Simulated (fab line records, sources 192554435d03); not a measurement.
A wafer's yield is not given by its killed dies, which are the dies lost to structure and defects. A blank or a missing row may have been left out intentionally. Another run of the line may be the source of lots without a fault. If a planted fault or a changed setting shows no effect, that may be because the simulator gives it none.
Split-lot study ; flow n5 finfet ; 21 wafers read from 7 lots, route of 1938 steps

== THE SPLIT ITSELF ==
At N5_BEOL_M15_COAT_22 (resist thk 800 nm), the setting spin rpm was moved away from the recipe's 1704 rpm on 8 of the 21 wafers read, by -10.2% to -3.8%. All remaining wafers had this setting at the recipe value.

The reading comes from the split's own step.

== THE READING ==
coat_of_BEOL_M15_COAT_22.thk nm (the simulator's own value, which no gauge read), in nm, at N5_BEOL_M15_COAT_22 (resist thk 800 nm). There is no usual value for it anywhere in the file. Across the 13 wafers here that went through the recipe, the average is 801.2 nm and the standard deviation 2.7 nm.

wafer;tool, chamber at the split;spin rpm as run, rpm;against the recipe;coat_of_BEOL_M15_COAT_22.thk nm, nm;against lot-mates on the recipe
L076.1;litho track-03, 0;1576;-7.5%;834;+32.2
L076.3;litho track-03, 0;1576;-7.5%;832.4;+30.6
L076.6;litho track-03, 0;1704;recipe;801.8;-
L075.1;litho track-01, 0;1704;recipe;799.8;-
L075.2;litho track-01, 0;1635;-4.0%;817.4;+18.8
L075.3;litho track-01, 0;1704;recipe;797.4;-
L080.1;litho track-03, 0;1704;recipe;799.4;-
L080.2;litho track-03, 0;1704;recipe;799;-
L080.4;litho track-03, 0;1704;recipe;797;-
L082.1;litho track-05, 0;1704;recipe;805.2;-
L082.3;litho track-05, 0;1704;recipe;800.6;-
L082.5;litho track-05, 0;1530;-10.2%;847;+44.1
L088.3;litho track-03, 0;1546;-9.3%;837.8;+38.8
L088.4;litho track-03, 0;1704;recipe;799;-
L088.6;litho track-03, 0;1546;-9.3%;840.4;+41.4
L094.2;litho track-05, 0;1704;recipe;804.6;-
L094.4;litho track-05, 0;1704;recipe;803.4;-
L094.6;litho track-05, 0;1704;recipe;804;-
L096.2;litho track-01, 0;1704;recipe;804;-
L096.4;litho track-01, 0;1639;-3.8%;820;+16.0
L096.6;litho track-01, 0;1639;-3.8%;818;+14.0

THE FIT
A straight line over all 21 wafers: coat_of_BEOL_M15_COAT_22.thk nm changes by -4.26 nm for each +1% of spin rpm; r = -0.99; the points scatter about the line by 2.5 nm.
The same after taking each lot's own level away (the mean of its wafers on the recipe; 21 wafers): -4.28 nm for each +1%; r = -1.00; scatter 1.3 nm.
The reading moves by 44 nm for the largest change in spin rpm, on that fit.
The lots' own levels span 798.47 to 804.00 nm, that is 2.0 times the standard deviation above.
The two slopes agree, so the slope changes little with the lot-to-lot level.
Check: for one of the wafers moved furthest among these (-10.2%), held out of the fit, the line's prediction against its lot-mates is +43.5 nm. It came out at +44.1 nm against them.

== OTHER SPLITS APPLIED TO THESE WAFERS ==
Note: prior to the reading, these wafers also went through further splits. Each is held against what the fit with the lots' levels taken away leaves over:
other split on the same wafers;wafers away from the commonest value;r with coat_of_BEOL_M15_COAT_22.thk nm (lot level and that fit taken away)
N5_BEOL_M12_EXPOSE_07 dose mj;9;-0.16
N5_BEOL_M13_COAT_04 spin rpm;8;+0.04
N5_BEOL_M13_DESCUM_15 time s;7;+0.29
N5_BEOL_M14_ILD_DEP_00 temp c;4;-0.61
N5_BEOL_M14_PEB_08 peb temp c;5;-0.16

== THE FILE'S OWN FIT ==
coat_of_BEOL_M15_COAT_22.thk nm changes by -4.29 nm for each +1% of spin rpm, r = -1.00.
